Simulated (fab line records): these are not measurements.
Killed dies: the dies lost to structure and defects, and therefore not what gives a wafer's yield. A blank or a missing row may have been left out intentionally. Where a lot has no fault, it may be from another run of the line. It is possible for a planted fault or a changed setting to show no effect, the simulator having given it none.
Which of the tools did it? + flow n5-finfet + 11 lots with 33 wafers sampled at 4 steps, on a route of 1938 steps

WHAT EACH GAUGE READ, for each wafer
N5_BEOL_M14_CD_MEAS_10: the cd target is 250 nm.
| lot  | measured     | on        | cd-nm (nm)        |
|------|--------------|-----------|-------------------|
| L262 | day 11 21:19 | cd-sem-01 | 251.2 251.5 251.3 |
| L263 | day 12 06:10 | cd-sem-02 | 248.8 249.7 249.6 |
| L265 | day 12 16:02 | cd-sem-03 | 250.0 249.6 249.2 |
| L268 | day 13 08:18 | cd-sem-03 | 232.1 231.5 231.2 |
| L270 | day 14 09:23 | cd-sem-03 | 231.4 232.7 251.4 |
| L277 | day 15 10:19 | cd-sem-03 | 249.9 250.0 249.2 |
| L275 | day 15 16:53 | cd-sem-01 | 250.3 248.6 250.1 |
| L278 | day 15 23:25 | cd-sem-03 | 250.2 248.3 250.5 |
| L280 | day 16 10:50 | cd-sem-02 | 250.2 249.7 250.9 |
| L281 | day 16 22:20 | cd-sem-02 | 248.9 249.6 247.5 |
| L283 | day 17 10:02 | cd-sem-02 | 249.1 250.1 248.8 |

WHAT TOOL EACH LOT RAN ON (gives the tool, then ch and the chambers of the sampled wafers, and finally the start)
| lot  | N5_BEOL_M13_TRENCH_ETCH_34         | N5_BEOL_M13_SPUTTER_43       | N5_BEOL_M14_PEB_08                |
|------|------------------------------------|------------------------------|-----------------------------------|
| L262 | rie-diel-04 ch 0,2,3, day 11 17:07 | pvd-sputter-03, day 11 19:28 | litho-track-04 ch 0, day 11 21:11 |
| L263 | rie-diel-04 ch 1,2,3, day 12 02:10 | pvd-sputter-03, day 12 04:26 | litho-track-02 ch 0, day 12 06:04 |
| L265 | rie-diel-06 ch 1,3, day 12 11:58   | pvd-sputter-01, day 12 14:19 | litho-track-04 ch 0, day 12 15:55 |
| L268 | rie-diel-03 ch 0,2,3, day 13 05:26 | pvd-sputter-03, day 13 06:28 | litho-track-04 ch 0, day 13 08:11 |
| L270 | rie-diel-03 ch 0,3, day 14 04:20   | pvd-sputter-01, day 14 07:32 | litho-track-04 ch 0, day 14 09:16 |
| L277 | rie-diel-06 ch 0,2, day 15 07:33   | pvd-sputter-02, day 15 08:28 | litho-track-02 ch 0, day 15 10:12 |
| L275 | rie-diel-03 ch 1,2, day 15 12:34   | pvd-sputter-02, day 15 14:23 | litho-track-02 ch 0, day 15 16:46 |
| L278 | rie-diel-03 ch 0,2, day 15 18:26   | pvd-sputter-02, day 15 21:32 | litho-track-01 ch 0, day 15 23:19 |
| L280 | rie-diel-03 ch 2,3, day 16 07:55   | pvd-sputter-03, day 16 08:44 | litho-track-01 ch 0, day 16 10:43 |
| L281 | rie-diel-04 ch 2,3, day 16 17:54   | pvd-sputter-01, day 16 20:29 | litho-track-04 ch 0, day 16 22:13 |
| L283 | rie-diel-06 ch 1,2,3, day 17 06:24 | pvd-sputter-03, day 17 08:03 | litho-track-01 ch 0, day 17 09:55 |
- N5_BEOL_M13_TRENCH_ETCH_34: etches SiOC in C4F8/O2/Ar, target depth 413.47 nm, time 162.6 s.
- N5_BEOL_M13_SPUTTER_43: material TaN, target thk 15 nm, time 24.19 s.
- N5_BEOL_M14_PEB_08: peb time 90 s.

THE ANSWER, worked out from the rows above alone
Rule: what is usual is taken from the lots themselves. Put in order of their means at a reading, lots are off if they are a third of the lots or fewer, leave a main group of 4 or more, and stand apart from it by a gap of 3 or more times the standard deviation of the main group's means; of several such gaps the widest counts. A main group whose means are all the same, to the digits that the tables above print for the reading, isn't used. A lot without any number at a reading at which 4 lots or more have one is off too. Any other lot the step has rows for is counted as sound.
Off, at N5_BEOL_M14_CD_MEAS_10 on cd-nm: L268, L270. Mean 249.7 nm and standard deviation 0.69 in the main group.
If a tool, at a process step before that reading, ran all the lots that are off and no sound lot after the first of them, it fits. The gauges at N5_BEOL_M14_CD_MEAS_10 are tried like those tools. No candidate that was tried fits.

WHAT WAS PUT IN BY THE SIMULATOR
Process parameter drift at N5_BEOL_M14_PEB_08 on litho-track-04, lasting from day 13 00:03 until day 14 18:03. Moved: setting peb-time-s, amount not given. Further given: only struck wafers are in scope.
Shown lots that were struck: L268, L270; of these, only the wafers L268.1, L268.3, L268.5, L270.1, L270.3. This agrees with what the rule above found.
